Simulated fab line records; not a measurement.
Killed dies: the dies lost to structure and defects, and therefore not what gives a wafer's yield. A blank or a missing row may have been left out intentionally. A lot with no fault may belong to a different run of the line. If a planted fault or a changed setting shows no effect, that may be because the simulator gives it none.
Which tool did it? -- flow n5Finfet -- Sampling: 24 lots, 72 wafers, 2 of 1938 route steps

## WHAT THE GAUGES READ, wafer by wafer
N5_BEOL_M4_THK_MEAS_01. Usual: M4_ILD_THK typically reads 79.2 nm, with standard deviation 1.
lot,measured,on,M4_ILD_THK (nm),flag
L075,day 7 23:02,filmMetro-02,78.4 78.2 78.9,
L077,day 8 02:02,filmMetro-02,79.0 79.1 79.6,
L074,day 8 02:17,filmMetro-02,78.4 81.1 79.7,
L076,day 8 02:55,filmMetro-01,79.6 80.5 81.3,
L078,day 8 12:23,filmMetro-02,78.8 78.9 79.3,
L079,day 8 15:39,filmMetro-02,78.8 79.5 80.0,
L080,day 9 01:12,filmMetro-01,78.3 79.2 79.1,
L081,day 9 06:47,filmMetro-02,79.6 80.4 80.5,
L082,day 9 09:28,filmMetro-01,77.4 78.3 78.5,
L083,day 10 00:37,filmMetro-01,78.1 79.7 78.7,
L084,day 10 09:22,filmMetro-01,78.1 80.5 80.3,
L086,day 10 11:41,filmMetro-01,79.4 78.8 80.3,
L085,day 10 11:50,filmMetro-01,78.0 79.8 79.9,
L087,day 11 03:14,filmMetro-01,78.7 79.9 79.5,
L088,day 11 11:55,filmMetro-01,78.1 78.1 79.9,
L090,day 11 14:52,filmMetro-01,78.2 79.3 79.2,
L092,day 11 22:13,filmMetro-01,77.8 80.7 80.6,
L089,day 12 00:05,filmMetro-02,77.6 78.2 79.6,
L091,day 12 05:48,filmMetro-02,78.2 78.8 79.5,
L093,day 12 13:08,filmMetro-02,79.3 79.5 80.0,
L095,day 12 22:46,filmMetro-02,78.2 80.0 80.1,
L094,day 12 23:32,filmMetro-02,78.4 78.3 79.2,
L096,day 13 03:38,filmMetro-01,78.8 80.3 81.4,
L097,day 13 12:10,filmMetro-02,79.2 77.7 80.8,

## TOOL THAT RAN EACH LOT (tool first, then ch and the chambers of the sampled wafers, then the start)
lot,N5_BEOL_M3_PRE_CLEAN_60
L075,"cvdCo-02 ch 0,2, day 7 22:41"
L077,"cvdCo-02 ch 0,1,2, day 8 01:41"
L074,"cvdCo-01 ch 0,1,2, day 8 01:55"
L076,"cvdCo-02 ch 0,2, day 8 02:34"
L078,"cvdCo-01 ch 0,1,2, day 8 12:02"
L079,"cvdCo-01 ch 0,1, day 8 15:18"
L080,"cvdCo-02 ch 1,2, day 9 00:50"
L081,"cvdCo-02 ch 1,2, day 9 06:22"
L082,"cvdCo-01 ch 0,1, day 9 09:06"
L083,"cvdCo-01 ch 0,1,2, day 10 00:14"
L084,"cvdCo-01 ch 0,1, day 10 09:00"
L086,"cvdCo-01 ch 1,2, day 10 11:20"
L085,"cvdCo-02 ch 0,2, day 10 11:29"
L087,"cvdCo-02 ch 0,2, day 11 02:53"
L088,"cvdCo-01 ch 1,2, day 11 11:34"
L090,"cvdCo-02 ch 0,1,2, day 11 14:31"
L092,"cvdCo-02 ch 0,1, day 11 21:52"
L089,"cvdCo-01 ch 0,1, day 11 23:44"
L091,"cvdCo-02 ch 0,1,2, day 12 05:27"
L093,"cvdCo-01 ch 0,1,2, day 12 12:48"
L095,"cvdCo-01 ch 1,2, day 12 22:25"
L094,"cvdCo-01 ch 0,2, day 12 23:11"
L096,"cvdCo-01 ch 1,2, day 13 03:16"
L097,"cvdCo-01 ch 0,1, day 13 11:49"
- N5_BEOL_M3_PRE_CLEAN_60: time 15 s.

## WHAT THE TOOLS THEMSELVES READ (means of the sampled wafers that have a number; where no wafer has one, the mark that the record gives instead)
N5_BEOL_M3_PRE_CLEAN_60. Usual: heaterPowerW at 83 W, with a standard deviation of 19.
lot,tool,heaterPowerW (W),flag
L075,cvdCo-02,106,
L077,cvdCo-02,89,
L074,cvdCo-01,81,
L076,cvdCo-02,89,
L078,cvdCo-01,80,
L079,cvdCo-01,74,
L080,cvdCo-02,69,
L081,cvdCo-02,69,
L082,cvdCo-01,83,
L083,cvdCo-01,79,
L084,cvdCo-01,81,
L086,cvdCo-01,87,
L085,cvdCo-02,90,
L087,cvdCo-02,107,
L088,cvdCo-01,90,
L090,cvdCo-02,90,
L092,cvdCo-02,107,
L089,cvdCo-01,83,
L091,cvdCo-02,90,
L093,cvdCo-01,81,
L095,cvdCo-01,90,
L094,cvdCo-01,71,
L096,cvdCo-01,86,
L097,cvdCo-01,75,

## THE ANSWER, worked out from the rows above alone
Rule: a lot counts as off when the mean over its wafers that have a number is more than 3 standard deviations away from the usual mean. Also off: a lot with no number at a reading for which 4 or more lots have one. All remaining lots with rows at the step are treated as sound. The gauges are gone through in route order, then the tools' own readings, and for those a lot's mean is taken as printed above. At the first step where some lot is off, the reading lying furthest off is the one used; lots without a number count as furthest.
No lot is off on any of the readings shown, so nothing can be concluded from this.

## WHAT THE SIMULATOR PUT IN
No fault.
